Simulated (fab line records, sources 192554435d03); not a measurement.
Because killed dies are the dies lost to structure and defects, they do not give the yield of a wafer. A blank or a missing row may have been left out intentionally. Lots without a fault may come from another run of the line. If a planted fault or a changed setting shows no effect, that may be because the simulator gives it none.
Matching of chambers / flow n5Finfet / 4 sister chambers for N5_SDB_STRIP_21 on rieDiel-01
The step strips in CF4. 8 wafers are shown with their chamber, then 9 later ones without.

WAFERS WITH THEIR CHAMBER
wafer=L082.2; chamber=2; drypumpMotorCurrentA (A)=5.0; throttleValvePct (%)=14.10
wafer=L087.3; chamber=1; drypumpMotorCurrentA (A)=5.7; throttleValvePct (%)=13.57
wafer=L087.4; chamber=0; drypumpMotorCurrentA (A)=6.5; throttleValvePct (%)=13.29
wafer=L087.5; chamber=1; drypumpMotorCurrentA (A)=5.8; throttleValvePct (%)=13.58
wafer=L087.6; chamber=3; drypumpMotorCurrentA (A)=5.7; throttleValvePct (%)=13.60
wafer=L089.1; chamber=3; drypumpMotorCurrentA (A)=5.7; throttleValvePct (%)=13.61
wafer=L089.2; chamber=2; drypumpMotorCurrentA (A)=5.0; throttleValvePct (%)=13.54
wafer=L089.3; chamber=0; drypumpMotorCurrentA (A)=6.5; throttleValvePct (%)=13.28

WAFERS MISSING THEIR CHAMBER
wafer=L089.4; drypumpMotorCurrentA (A)=5.8; throttleValvePct (%)=13.56
wafer=L089.5; drypumpMotorCurrentA (A)=5.0; throttleValvePct (%)=13.56
wafer=L089.6; drypumpMotorCurrentA (A)=5.7; throttleValvePct (%)=13.62
wafer=L090.4; drypumpMotorCurrentA (A)=5.0; throttleValvePct (%)=13.55
wafer=L090.5; drypumpMotorCurrentA (A)=5.6; throttleValvePct (%)=13.61
wafer=L090.6; drypumpMotorCurrentA (A)=5.1; throttleValvePct (%)=13.55
wafer=L092.2; drypumpMotorCurrentA (A)=5.1; throttleValvePct (%)=13.56
wafer=L092.4; drypumpMotorCurrentA (A)=5.8; throttleValvePct (%)=13.58
wafer=L092.5; drypumpMotorCurrentA (A)=5.1; throttleValvePct (%)=13.57

EACH ONE'S CHAMBER
wafer=L089.4; from the rows above=can't be placed: 1 or 3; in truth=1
wafer=L089.5; from the rows above=2; in truth=2
wafer=L089.6; from the rows above=can't be placed: 3 or 1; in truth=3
wafer=L090.4; from the rows above=2; in truth=2
wafer=L090.5; from the rows above=can't be placed: 3 or 1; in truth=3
wafer=L090.6; from the rows above=2; in truth=2
wafer=L092.2; from the rows above=2; in truth=2
wafer=L092.4; from the rows above=can't be placed: 1 or 3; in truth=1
wafer=L092.5; from the rows above=2; in truth=2
5 of 9 placed correctly. These rows do not allow placing 4 (true chamber among the candidates in 4). Number placed wrongly: 0.
How it was worked out, from the rows above alone: a wafer's distance from a chamber is the root of the sum, over the readings, of the square of ((its reading less the chamber's mean) divided by the reading's scatter). If the next closest chamber is less than 2 further off than the closest, the wafer can't be placed; otherwise it belongs to the closest. For every chamber, the mean is computed from those of its wafers that are shown. The scatter: the root of (the sum of the squares of (reading less its chamber's mean) over the shown wafers, divided by (wafers less chambers)).
